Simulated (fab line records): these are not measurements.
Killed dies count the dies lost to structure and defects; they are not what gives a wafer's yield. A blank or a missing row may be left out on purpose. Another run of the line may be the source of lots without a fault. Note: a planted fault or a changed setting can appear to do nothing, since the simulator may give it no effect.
fab line records | flow nandHarc | part 1 of 2: steps 1 to 3 of 6
record lots=24 | wafers=72 | lastDay=35
route steps=1302 shown A_STAIRCASE@836 A_SGD_CUT@920 A_SLIT@938 A_WL_FILL@982 A_CONTACT@997
lots that met no fault: from a run of the same line without faults
startH: hours from the record's first day to the start of the lot's first wafer shown | waitH: hours elapsed since this lot's preceding step | " unchanged from the row above | L1.1+2: a row that stands for several wafers | - no value, or no start was given | * or withheld: withheld | < > ~ a bound
route shown NAME@n: NAME is a module with steps in the file, n the number in the route of the first one | usual: mean/standard deviation taken from wafers without a fault | same: alike in all rows | chamber/n: place in a boat | sites: per-site readings | _std_site: how widely they spread, as a standard deviation | _edge_site: inner sites' mean taken away from outer sites' mean | radiusMm: how far each site lies from the wafer's centre | mask NAME#n: copy n | behind: tool/chamber where the wafer was last shaped | hold: what put the lot on hold/how long, in hours/how the hold closed | device: the transistor (n, p or np) that didn't switch | end of line: tests of these same wafers at the route's end | a step with no rows: only its recipe | killed: not the wafer's yield, but the dies lost to structure and defects at the first sort | map: a wafer's dies, x killed, . not, _ none there
set.NAME: the setting as run; set.NAME@STEP: as run at that earlier step | model.NAME: the simulator's own value behind a step, which no gauge read
one table for each step of the route and one row for each wafer, over a sample of lots
services: a tool's chamber out of use, with start hour (startH, from the record's first day; less than 0 if before it), hours out, and reason
## steps
# step NHARC_A_STAIRCASE_STRIP_316
# recipe o2FlowSccm=500 | arFlowSccm=0 | biasW=0 | chemistry=O2
# usual drypumpMotorCurrentA=5.8/0.56 | o2FlowSccm=500.0/1.5 | oesProductAu=1.000/0.0095 | rfVppV=57.6/0.86 | showerheadPlenumPTorr=3.44/0.12 | throttleValvePct=17.036/0.0085
lot.wafer | tool       | chamber | startH | waitH | drypumpMotorCurrentA | o2FlowSccm | oesProductAu | rfHoursCounterH | rfVppV | showerheadPlenumPTorr | throttleValvePct
L074.2    | rieDiel-06 | 1       | -      | -     | 6.1                  | 497.3      | 1.001        | 19              | 57.5   | 3.56                  | 17.032
L074.3    | "          | 0       | "      | "     | 6.8                  | 498.0      | 0.989        | 13              | 57.7   | 3.43                  | 17.033
L074.5    | "          | 1       | "      | "     | 6.1                  | 497.3      | 0.998        | -               | 59.5   | 3.56                  | 17.038
L075.1    | rieDiel-10 | 2       | -      | -     | 5.1                  | 501.5      | 0.996        | 62              | 58.3   | 3.37                  | 17.034
L075.3    | "          | 3       | "      | "     | 5.4                  | 499.5      | 1.007        | 47              | 58.7   | 3.72                  | 17.046
L075.4    | "          | 0       | "      | "     | 5.4                  | 499.0      | 1.002        | 64              | 58.0   | 3.43                  | 17.039
L076.4    | rieDiel-06 | 2       | -      | -     | 5.9                  | 499.3      | 0.986        | 19              | 57.5   | 3.34                  | 17.053
L076.2    | "          | 0       | "      | "     | 6.8                  | 500.0      | 0.988        | 14              | 57.8   | 3.43                  | 17.019
L076.5    | "          | 3       | "      | "     | 5.4                  | 501.8      | 1.002        | -               | 58.2   | 3.47                  | 17.033
L077.1    | rieDiel-06 | 0       | -      | -     | 6.8                  | 500.7      | 0.990        | 16              | 55.5   | 3.43                  | 17.033
L077.5    | "          | 1       | "      | "     | 6.1                  | 502.4      | 1.006        | -               | 58.4   | 3.56                  | 17.031
L077.6    | "          | 2       | "      | "     | 5.9                  | 500.8      | 1.013        | -               | 58.6   | 3.34                  | 17.051
L082.2    | rieDiel-06 | 1       | -      | -     | 6.1                  | 499.6      | 0.995        | 32              | 57.0   | 3.55                  | 17.041
L082.3    | "          | 2       | "      | "     | 5.9                  | 501.4      | 0.999        | 33              | 58.3   | 3.34                  | 17.035
L082.6    | "          | 0       | "      | "     | 6.8                  | 497.7      | 0.988        | -               | 57.0   | 3.43                  | 17.048
L078.3    | rieDiel-01 | 0       | -      | -     | 6.7                  | 496.4      | 1.005        | 28              | 58.1   | 3.63                  | 17.032
L078.1    | "          | 2       | "      | "     | 4.8                  | 499.9      | 1.007        | 23              | 56.8   | 3.47                  | 17.026
L078.5    | "          | 3       | "      | "     | 6.2                  | 499.8      | 0.993        | -               | 56.4   | 3.47                  | 17.045
L081.1    | rieDiel-10 | 3       | -      | -     | 5.4                  | 497.8      | 1.011        | 17              | 58.2   | 3.71                  | 17.033
L081.3    | "          | 1       | "      | "     | 5.8                  | 498.8      | 1.008        | 18              | 57.7   | 3.31                  | 17.018
L081.6    | "          | 2       | "      | "     | 5.1                  | 499.6      | 1.015        | -               | 57.7   | 3.36                  | 17.040
L084.4    | rieDiel-06 | 2       | -      | -     | 5.9                  | 501.1      | 1.000        | 3               | 57.7   | 3.33                  | 17.039
L084.3    | "          | 0       | "      | "     | 6.8                  | 498.6      | 1.009        | 3               | 58.6   | 3.42                  | 17.040
L084.5    | "          | 3       | "      | "     | 5.5                  | 501.5      | 0.989        | -               | 57.8   | 3.46                  | 17.038
L083.1    | rieDiel-06 | 0       | -      | -     | 6.8                  | 498.7      | 0.991        | 3               | 56.5   | 3.42                  | 17.026
L083.4    | "          | 2       | "      | "     | 5.9                  | 500.0      | 1.002        | 4               | 58.1   | 3.33                  | 17.019
L083.2    | "          | 3       | "      | "     | 5.4                  | 497.9      | 0.986        | 4               | 56.6   | 3.46                  | 17.036
L080.4    | rieDiel-10 | 0       | -      | -     | 5.4                  | 502.3      | 1.003        | 23              | 58.0   | 3.42                  | 17.026
L080.2    | "          | 2       | "      | "     | 5.1                  | 499.6      | 1.013        | 23              | 56.7   | 3.36                  | 17.021
L080.5    | "          | 1       | "      | "     | 5.8                  | 498.9      | 0.992        | -               | 56.9   | 3.31                  | 17.027
L079.1    | rieDiel-10 | 1       | -      | -     | 5.8                  | 499.5      | 0.998        | 31              | 58.8   | 3.30                  | 17.029
L079.3    | "          | 2       | "      | "     | 5.1                  | 500.8      | 1.010        | 30              | 56.0   | 3.36                  | 17.041
L079.5    | "          | 2       | "      | "     | 5.1                  | 500.9      | 1.006        | -               | 57.1   | 3.36                  | 17.034
L086.1    | rieDiel-06 | 3       | -      | -     | 5.4                  | 500.8      | 0.986        | 11              | 57.0   | 3.46                  | 17.034
L086.3    | "          | 1       | "      | "     | 6.2                  | 498.9      | 0.987        | 12              | 58.9   | 3.55                  | 17.039
L086.4    | "          | 2       | "      | "     | 5.9                  | 501.7      | 0.995        | 11              | 58.1   | 3.33                  | 17.044
L085.4    | rieDiel-10 | 3       | -      | -     | 5.3                  | 501.9      | 1.017        | 33              | 56.6   | 3.70                  | 17.017
L085.3    | "          | 1       | "      | "     | 5.8                  | 501.5      | 1.005        | 32              | 56.5   | 3.30                  | 17.036
L085.6    | "          | 3       | "      | "     | 5.4                  | 501.0      | 1.014        | -               | 57.4   | 3.70                  | 17.042
L088.4    | rieDiel-10 | 1       | -      | -     | 5.9                  | 497.0      | 0.993        | 32              | 57.4   | 3.30                  | 17.042
L088.3    | "          | 0       | "      | "     | 5.4                  | 500.5      | 0.998        | 28              | 57.1   | 3.41                  | 17.032
L088.5    | "          | 1       | "      | "     | 5.8                  | 498.4      | 0.995        | -               | 57.8   | 3.30                  | 17.031
L087.2    | rieDiel-10 | 0       | -      | -     | 5.4                  | 501.9      | 1.006        | 30              | 57.8   | 3.41                  | 17.027
L087.1    | "          | 1       | "      | "     | 5.9                  | 499.8      | 0.987        | 34              | 57.1   | 3.30                  | 17.039
L087.5    | "          | 3       | "      | "     | 5.3                  | 498.7      | 1.011        | -               | 57.8   | 3.70                  | 17.035
L089.4    | rieDiel-01 | 0       | -      | -     | 6.7                  | 498.6      | 0.998        | 49              | 58.4   | 3.62                  | 17.036
L089.5    | "          | 2       | "      | "     | 4.8                  | 502.0      | 1.010        | -               | 58.9   | 3.46                  | 17.044
L089.6    | "          | 3       | "      | "     | 6.2                  | 501.9      | 1.000        | -               | 57.3   | 3.46                  | 17.034
L090.3    | rieDiel-06 | 1       | -      | -     | 6.1                  | 502.7      | 0.999        | 21              | 57.2   | 3.54                  | 17.037
L090.1    | "          | 2       | "      | "     | 5.9                  | 502.7      | 0.999        | 21              | 56.6   | 3.33                  | 17.027
L090.5    | "          | 1       | "      | "     | 6.1                  | 500.4      | 0.988        | -               | 58.9   | 3.54                  | 17.050
L091.1    | rieDiel-10 | 3       | -      | -     | 5.3                  | 502.5      | 1.013        | 40              | 58.7   | 3.69                  | 17.041
L091.6    | "          | 0       | "      | "     | 5.3                  | 502.7      | 1.008        | -               | 57.9   | 3.41                  | 17.040
L091.5    | "          | 1       | "      | "     | 5.8                  | 497.2      | 0.999        | -               | 56.7   | 3.30                  | 17.031
L092.1    | rieDiel-10 | 1       | -      | -     | 5.9                  | 500.2      | 0.995        | 41              | 58.2   | 3.30                  | 17.041
L092.5    | "          | 2       | "      | "     | 5.1                  | 501.1      | 0.993        | -               | 58.2   | 3.35                  | 17.045
L092.6    | "          | 3       | "      | "     | 5.4                  | 500.6      | 0.996        | -               | 59.1   | 3.69                  | 17.037
L093.2    | rieDiel-01 | 1       | -      | -     | 6.4                  | 501.7      | 0.980        | 4               | 57.9   | 3.33                  | 17.019
L093.1    | "          | 2       | "      | "     | 4.8                  | 500.7      | 0.974        | 4               | 57.1   | 3.45                  | 17.035
L093.5    | "          | 0       | "      | "     | 6.7                  | 498.5      | 1.002        | -               | 58.3   | 3.61                  | 17.023
L094.3    | rieDiel-10 | 0       | -      | -     | 5.4                  | 500.0      | 1.005        | 41              | 58.5   | 3.41                  | 17.024
L094.1    | "          | 1       | "      | "     | 5.9                  | 497.6      | 1.011        | 45              | 57.2   | 3.29                  | 17.048
L094.2    | "          | 2       | "      | "     | 5.1                  | 497.9      | 1.018        | 46              | 58.0   | 3.35                  | 17.045
L095.1    | rieDiel-06 | 1       | -      | -     | 6.2                  | 498.7      | 0.995        | 54              | 57.5   | 3.52                  | 17.041
L095.3    | "          | 2       | "      | "     | 5.9                  | 500.4      | 0.996        | 48              | 56.7   | 3.31                  | 17.046
L095.5    | "          | 0       | "      | "     | 6.8                  | 499.4      | 0.986        | -               | 57.3   | 3.40                  | 17.045
L096.3    | rieDiel-10 | 2       | -      | -     | 5.1                  | 498.8      | 0.996        | 3               | 55.9   | 3.34                  | 17.042
L096.5    | "          | 1       | "      | "     | 5.8                  | 497.3      | 1.000        | -               | 58.6   | 3.29                  | 17.035
L096.6    | "          | 2       | "      | "     | 5.1                  | 502.6      | 1.009        | -               | 58.4   | 3.34                  | 17.051
L097.2    | rieDiel-06 | 2       | -      | -     | 5.9                  | 500.7      | 0.996        | 61              | 56.8   | 3.30                  | 17.030
L097.3    | "          | 3       | "      | "     | 5.5                  | 501.8      | 0.990        | 57              | 56.5   | 3.43                  | 17.039
L097.6    | "          | 1       | "      | "     | 6.1                  | 500.5      | 0.993        | -               | 59.0   | 3.52                  | 17.042
# step NHARC_A_STAIRCASE_STRIP_446
# recipe powerW=1500 | tempC=250 | chemistry=O2
# usual drypumpMotorCurrentA=5.87/0.28 | heaterPowerW=344/28
lot.wafer | tool           | chamber | startH | waitH | drypumpMotorCurrentA | heaterPowerW | rfHoursCounterH
L075.1    | plasmaAsher-01 | 0       | 450.72 | 0.1   | 5.79                 | 305          | 18
L075.4    | "              | 1       | "      | "     | 6.25                 | 357          | -
L075.3    | "              | 0       | "      | "     | 5.81                 | 306          | -
L076.2    | plasmaAsher-02 | 1       | 450.72 | 0.1   | 5.51                 | 366          | 2
L076.4    | "              | 1       | "      | "     | 5.50                 | 346          | -
L076.5    | "              | 0       | "      | "     | 5.64                 | 357          | -
L074.2    | plasmaAsher-02 | 0       | 451.42 | 0.5   | 5.63                 | 355          | 2
L074.3    | "              | 1       | "      | "     | 5.50                 | 353          | -
L074.5    | "              | 0       | "      | "     | 5.68                 | 361          | -
L077.1    | plasmaAsher-02 | 1       | 471.35 | 0.1   | 5.51                 | 351          | 8
L077.5    | "              | 0       | "      | "     | 5.65                 | 358          | -
L077.6    | "              | 1       | "      | "     | 5.51                 | 351          | -
L081.1    | plasmaAsher-01 | 1       | 530.04 | 0.0   | 6.22                 | 376          | 0
L081.3    | "              | 1       | "      | "     | 6.24                 | 375          | -
L081.6    | "              | 0       | "      | "     | 5.79                 | 303          | -
L082.2    | plasmaAsher-02 | 1       | 530.12 | 0.1   | 5.50                 | 340          | 23
L082.3    | "              | 1       | "      | "     | 5.51                 | 346          | -
L082.6    | "              | 0       | "      | "     | 5.65                 | 364          | -
L078.1    | plasmaAsher-01 | 0       | 533.24 | 0.4   | 5.79                 | 306          | 1
L078.3    | "              | 1       | "      | "     | 6.26                 | 377          | -
L078.5    | "              | 1       | "      | "     | 6.23                 | 378          | -
L080.2    | plasmaAsher-01 | 0       | 547.82 | 0.0   | 5.79                 | 313          | 4
L080.4    | "              | 0       | "      | "     | 5.83                 | 318          | -
L080.5    | "              | 1       | "      | "     | 6.19                 | 381          | -
L084.4    | plasmaAsher-01 | 0       | 548.20 | 0.4   | 5.78                 | 308          | -
L084.3    | "              | 1       | "      | "     | 6.25                 | 373          | -
L084.5    | "              | 0       | "      | "     | 5.79                 | 306          | -
L083.2    | plasmaAsher-01 | 0       | 550.64 | 0.0   | 5.83                 | 308          | 5
L083.1    | "              | 1       | "      | "     | 6.26                 | 374          | 5
L083.4    | "              | 1       | "      | "     | 6.25                 | 373          | -
L079.1    | plasmaAsher-01 | 1       | 568.39 | 0.1   | 6.21                 | 382          | 11
L079.3    | "              | 1       | "      | "     | 6.25                 | 368          | -
L079.5    | "              | 1       | "      | "     | 6.24                 | 376          | -
L086.1    | plasmaAsher-01 | 0       | 568.67 | 0.1   | 5.78                 | 309          | 11
L086.3    | "              | 1       | "      | "     | 6.26                 | 363          | -
L086.4    | "              | 0       | "      | "     | 5.78                 | 315          | -
L085.4    | plasmaAsher-01 | 0       | 571.45 | 0.1   | 5.79                 | 311          | -
L085.3    | "              | 1       | "      | "     | 6.24                 | 376          | -
L085.6    | "              | 1       | "      | "     | 6.24                 | 370          | -
L088.4    | plasmaAsher-01 | 0       | 572.95 | 0.1   | 5.81                 | 314          | -
L088.3    | "              | 1       | "      | "     | 6.26                 | 382          | -
L088.5    | "              | 1       | "      | "     | 6.23                 | 373          | -
L087.2    | plasmaAsher-01 | 1       | 576.64 | 0.0   | 6.25                 | 377          | 15
L087.1    | "              | 0       | "      | "     | 5.79                 | 306          | 15
L087.5    | "              | 1       | "      | "     | 6.28                 | 378          | -
L089.4    | plasmaAsher-01 | 1       | 582.29 | 0.1   | 6.23                 | 369          | -
L089.5    | "              | 1       | "      | "     | 6.25                 | 376          | -
L089.6    | "              | 0       | "      | "     | 5.78                 | 313          | -
L091.1    | plasmaAsher-01 | 1       | 587.43 | 0.3   | 6.25                 | 373          | 19
L091.6    | "              | 0       | "      | "     | 5.80                 | 321          | -
L091.5    | "              | 1       | "      | "     | 6.24                 | 376          | -
L090.1    | plasmaAsher-01 | 1       | 588.46 | 0.3   | 6.23                 | 377          | 19
L090.3    | "              | 1       | "      | "     | 6.23                 | 385          | -
L090.5    | "              | 1       | "      | "     | 6.19                 | 386          | -
L092.1    | plasmaAsher-01 | 0       | 615.28 | 0.0   | 5.81                 | 307          | 28
L092.5    | "              | 0       | "      | "     | 5.81                 | 310          | -
L092.6    | "              | 1       | "      | "     | 6.26                 | 369          | -
L093.1    | plasmaAsher-02 | 1       | 624.85 | 0.0   | 5.53                 | 330          | 1
L093.2    | "              | 0       | "      | "     | 5.62                 | 343          | 1
L093.5    | "              | 1       | "      | "     | 5.51                 | 331          | -
L094.2    | plasmaAsher-01 | 0       | 625.94 | 0.1   | 5.80                 | 309          | 31
L094.1    | "              | 1       | "      | "     | 6.27                 | 371          | 31
L094.3    | "              | 1       | "      | "     | 6.23                 | 381          | -
L095.1    | plasmaAsher-02 | 0       | 659.55 | 0.0   | 5.63                 | 339          | 8
L095.3    | "              | 0       | "      | "     | 5.63                 | 338          | -
L095.5    | "              | 1       | "      | "     | 5.51                 | 338          | -
L096.3    | plasmaAsher-02 | 0       | 663.38 | 0.2   | 5.64                 | 332          | -
L096.6    | "              | 1       | "      | "     | 5.52                 | 337          | -
L096.5    | "              | 0       | "      | "     | 5.64                 | 344          | -
L097.2    | plasmaAsher-02 | 0       | 703.68 | 0.7   | 5.67                 | 345          | 19
L097.3    | "              | 0       | "      | "     | 5.66                 | 350          | -
L097.6    | "              | 0       | "      | "     | 5.65                 | 337          | -
# step NHARC_A_SGD_CUT_STRIP_28
# recipe timeS=20 | o2FlowSccm=500 | arFlowSccm=0 | biasW=0 | chemistry=O2
# usual drypumpMotorCurrentA=5.6/0.49 | o2FlowSccm=499.8/1.4 | oesProductAu=1.001/0.009 | rfVppV=57.7/0.92 | showerheadPlenumPTorr=3.54/0.14 | throttleValvePct=17.037/0.0082
lot.wafer | tool       | chamber | startH | waitH | drypumpMotorCurrentA | o2FlowSccm | oesProductAu | rfHoursCounterH | rfVppV | showerheadPlenumPTorr | throttleValvePct
L075.3    | rieDiel-08 | 2       | -      | -     | 4.8                  | 499.7      | 0.999        | 4               | 56.5   | 3.44                  | 17.048
L075.4    | "          | 3       | "      | "     | 5.5                  | 499.8      | 1.004        | 3               | 59.3   | 3.73                  | 17.043
L075.1    | "          | 1       | "      | "     | 5.8                  | 499.2      | 1.015        | 4               | 56.6   | 3.37                  | 17.027
L074.3    | rieDiel-08 | 2       | -      | -     | 4.8                  | 498.3      | 0.998        | 4               | 57.2   | 3.44                  | 17.034
L074.2    | "          | 3       | "      | "     | 5.5                  | 499.9      | 1.014        | 3               | 58.0   | 3.73                  | 17.042
L074.5    | "          | 3       | "      | "     | 5.5                  | 499.2      | 1.008        | -               | 59.2   | 3.73                  | 17.031
L076.2    | rieDiel-08 | 0       | -      | -     | 5.0                  | 501.5      | 1.003        | 3               | 56.6   | 3.71                  | 17.034
L076.4    | "          | 2       | "      | "     | 4.8                  | 499.7      | 0.998        | 4               | 57.1   | 3.44                  | 17.027
L076.5    | "          | 0       | "      | "     | 5.0                  | 500.5      | 0.998        | -               | 59.4   | 3.71                  | 17.051
L077.1    | rieDiel-03 | 0       | -      | -     | 6.7                  | 497.0      | 1.007        | 2               | 56.5   | 3.41                  | 17.035
L077.6    | "          | 1       | "      | "     | 5.7                  | 498.7      | 1.013        | -               | 58.9   | 3.50                  | 17.028
L077.5    | "          | 2       | "      | "     | 5.6                  | 497.6      | 1.007        | -               | 57.3   | 3.74                  | 17.043
L082.3    | rieDiel-12 | 2       | -      | -     | 5.3                  | 501.6      | 1.005        | 9               | 57.1   | 3.63                  | 17.052
L082.2    | "          | 0       | "      | "     | 6.3                  | 500.6      | 0.992        | 8               | 58.3   | 3.44                  | 17.036
L082.6    | "          | 2       | "      | "     | 5.3                  | 501.3      | 0.997        | -               | 58.0   | 3.63                  | 17.032
L081.3    | rieDiel-03 | 1       | -      | -     | 5.7                  | 502.4      | 1.000        | 6               | 58.7   | 3.50                  | 17.025
L081.1    | "          | 2       | "      | "     | 5.6                  | 499.5      | 1.008        | 5               | 56.9   | 3.74                  | 17.051
L081.6    | "          | 0       | "      | "     | 6.7                  | 497.5      | 0.999        | -               | 57.5   | 3.41                  | 17.042
L078.3    | rieDiel-03 | 2       | -      | -     | 5.6                  | 498.6      | 1.001        | 5               | 57.5   | 3.74                  | 17.043
L078.1    | "          | 0       | "      | "     | 6.7                  | 505.0      | 1.007        | 7               | 57.7   | 3.41                  | 17.043
L078.5    | "          | 2       | "      | "     | 5.6                  | 497.6      | 1.006        | -               | 58.1   | 3.74                  | 17.042
L084.3    | rieDiel-08 | 0       | -      | -     | 5.0                  | 499.9      | 0.992        | 1               | 59.5   | 3.71                  | 17.036
L084.4    | "          | 1       | "      | "     | 5.8                  | 498.9      | 1.000        | 1               | 56.9   | 3.36                  | 17.028
L084.5    | "          | 3       | "      | "     | 5.5                  | 499.1      | 1.003        | -               | 57.9   | 3.73                  | 17.036
L080.2    | rieDiel-12 | 0       | -      | -     | 6.3                  | 500.0      | 0.993        | 9               | 58.2   | 3.44                  | 17.042
L080.4    | "          | 2       | "      | "     | 5.3                  | 498.8      | 0.990        | 10              | 57.6   | 3.63                  | 17.050
L080.5    | "          | 0       | "      | "     | 6.4                  | 501.7      | 0.985        | -               | 56.2   | 3.44                  | 17.041
L083.4    | rieDiel-03 | 2       | -      | -     | 5.6                  | 500.4      | 1.009        | 6               | 58.6   | 3.74                  | 17.009
L083.2    | "          | 0       | "      | "     | 6.7                  | 502.8      | 1.004        | 8               | 57.3   | 3.41                  | 17.022
L083.1    | "          | 1       | "      | "     | 5.7                  | 498.4      | 1.022        | 8               | 56.8   | 3.49                  | 17.034
L079.1    | rieDiel-12 | 0       | 580.53 | 0.2   | 6.3                  | 499.3      | 1.001        | 10              | 57.7   | 3.44                  | 17.052
L079.3    | "          | 3       | "      | "     | 5.9                  | 500.0      | 0.989        | 11              | 57.3   | 3.33                  | 17.033
L079.5    | "          | 0       | "      | "     | 6.3                  | 498.1      | 0.992        | -               | 57.9   | 3.44                  | 17.036
L085.4    | rieDiel-08 | 3       | -      | -     | 5.5                  | 498.9      | 1.002        | 2               | 59.2   | 3.73                  | 17.040
L085.3    | "          | 1       | "      | "     | 5.7                  | 500.4      | 1.000        | 2               | 56.3   | 3.36                  | 17.030
L085.6    | "          | 2       | "      | "     | 4.8                  | 500.3      | 1.002        | -               | 57.2   | 3.43                  | 17.036
L086.1    | rieDiel-12 | 0       | 580.73 | 0.1   | 6.3                  | 499.7      | 0.994        | 10              | 58.0   | 3.44                  | 17.038
L086.3    | "          | 1       | "      | "     | 5.7                  | 498.9      | 1.009        | 12              | 57.1   | 3.46                  | 17.040
L086.4    | "          | 0       | "      | "     | 6.3                  | 501.0      | 1.003        | -               | 56.6   | 3.44                  | 17.042
L088.3    | rieDiel-03 | 2       | -      | -     | 5.6                  | 500.6      | 1.009        | 7               | 56.4   | 3.74                  | 17.031
L088.4    | "          | 0       | "      | "     | 6.7                  | 499.5      | 0.987        | 9               | 56.1   | 3.41                  | 17.037
L088.5    | "          | 2       | "      | "     | 5.6                  | 501.0      | 1.004        | -               | 58.2   | 3.74                  | 17.025
L087.1    | rieDiel-08 | 1       | -      | -     | 5.8                  | 497.8      | 0.999        | 2               | 57.5   | 3.36                  | 17.041
L087.2    | "          | 2       | "      | "     | 4.8                  | 498.9      | 0.988        | 2               | 58.0   | 3.43                  | 17.037
L087.5    | "          | 1       | "      | "     | 5.8                  | 500.3      | 1.011        | -               | 57.0   | 3.36                  | 17.048
L089.4    | rieDiel-08 | 1       | -      | -     | 5.8                  | 499.8      | 1.001        | 3               | 58.4   | 3.36                  | 17.043
L089.6    | "          | 3       | "      | "     | 5.5                  | 500.4      | 1.010        | -               | 58.2   | 3.73                  | 17.025
L089.5    | "          | 0       | "      | "     | 5.0                  | 500.0      | 0.991        | -               | 58.5   | 3.70                  | 17.044
L090.1    | rieDiel-12 | 2       | -      | -     | 5.3                  | 499.9      | 0.985        | 13              | 57.1   | 3.63                  | 17.031
L090.3    | "          | 3       | "      | "     | 5.9                  | 502.0      | 0.978        | 14              | 56.8   | 3.33                  | 17.033
L090.5    | "          | 2       | "      | "     | 5.3                  | 500.5      | 0.971        | -               | 55.5   | 3.63                  | 17.045
L091.1    | rieDiel-08 | 2       | -      | -     | 4.8                  | 497.8      | 1.009        | 2               | 57.2   | 3.43                  | 17.043
L091.5    | "          | 2       | "      | "     | 4.8                  | 500.2      | 1.000        | -               | 57.8   | 3.43                  | 17.028
L091.6    | "          | 3       | "      | "     | 5.5                  | 500.1      | 1.017        | -               | 58.5   | 3.73                  | 17.040
L092.1    | rieDiel-03 | 3       | 625.30 | 0.1   | 5.3                  | 499.7      | 0.992        | 10              | 56.8   | 3.50                  | 17.044
L092.5    | "          | 1       | "      | "     | 5.7                  | 499.9      | 1.004        | -               | 57.7   | 3.49                  | 17.033
L092.6    | "          | 2       | "      | "     | 5.6                  | 500.6      | 1.001        | -               | 58.4   | 3.74                  | 17.030
L093.2    | rieDiel-12 | 0       | -      | -     | 6.3                  | 501.9      | 1.004        | 0               | 57.0   | 3.44                  | 17.028
L093.1    | "          | 2       | "      | "     | 5.3                  | 499.5      | 0.990        | 0               | 58.6   | 3.63                  | 17.030
L093.5    | "          | 0       | "      | "     | 6.3                  | 500.2      | 0.996        | -               | 58.4   | 3.44                  | 17.046
L094.1    | rieDiel-08 | 0       | -      | -     | 5.0                  | 499.3      | 1.009        | 4               | 56.8   | 3.70                  | 17.038
L094.2    | "          | 1       | "      | "     | 5.8                  | 498.7      | 1.003        | 4               | 57.2   | 3.36                  | 17.039
L094.3    | "          | 2       | "      | "     | 4.8                  | 501.2      | 1.009        | 4               | 56.9   | 3.43                  | 17.034
L095.1    | rieDiel-03 | 3       | -      | -     | 5.3                  | 503.0      | 0.997        | 2               | 56.5   | 3.50                  | 17.039
L095.3    | "          | 0       | "      | "     | 6.7                  | 497.2      | 1.007        | 1               | 57.3   | 3.41                  | 17.044
L095.5    | "          | 3       | "      | "     | 5.3                  | 500.7      | 0.987        | -               | 56.5   | 3.50                  | 17.042
L096.3    | rieDiel-08 | 1       | -      | -     | 5.8                  | 502.3      | 1.008        | 6               | 55.5   | 3.36                  | 17.050
L096.6    | "          | 3       | "      | "     | 5.5                  | 498.9      | 0.999        | -               | 58.8   | 3.72                  | 17.033
L096.5    | "          | 0       | "      | "     | 5.0                  | 500.3      | 0.994        | -               | 58.3   | 3.70                  | 17.034
L097.2    | rieDiel-03 | 2       | -      | -     | 5.6                  | 499.3      | 1.005        | 7               | 59.6   | 3.73                  | 17.047
L097.3    | "          | 0       | "      | "     | 6.7                  | 501.5      | 0.995        | 5               | 58.6   | 3.40                  | 17.034
L097.6    | "          | 3       | "      | "     | 5.3                  | 497.7      | 0.992        | -               | 58.1   | 3.50                  | 17.035
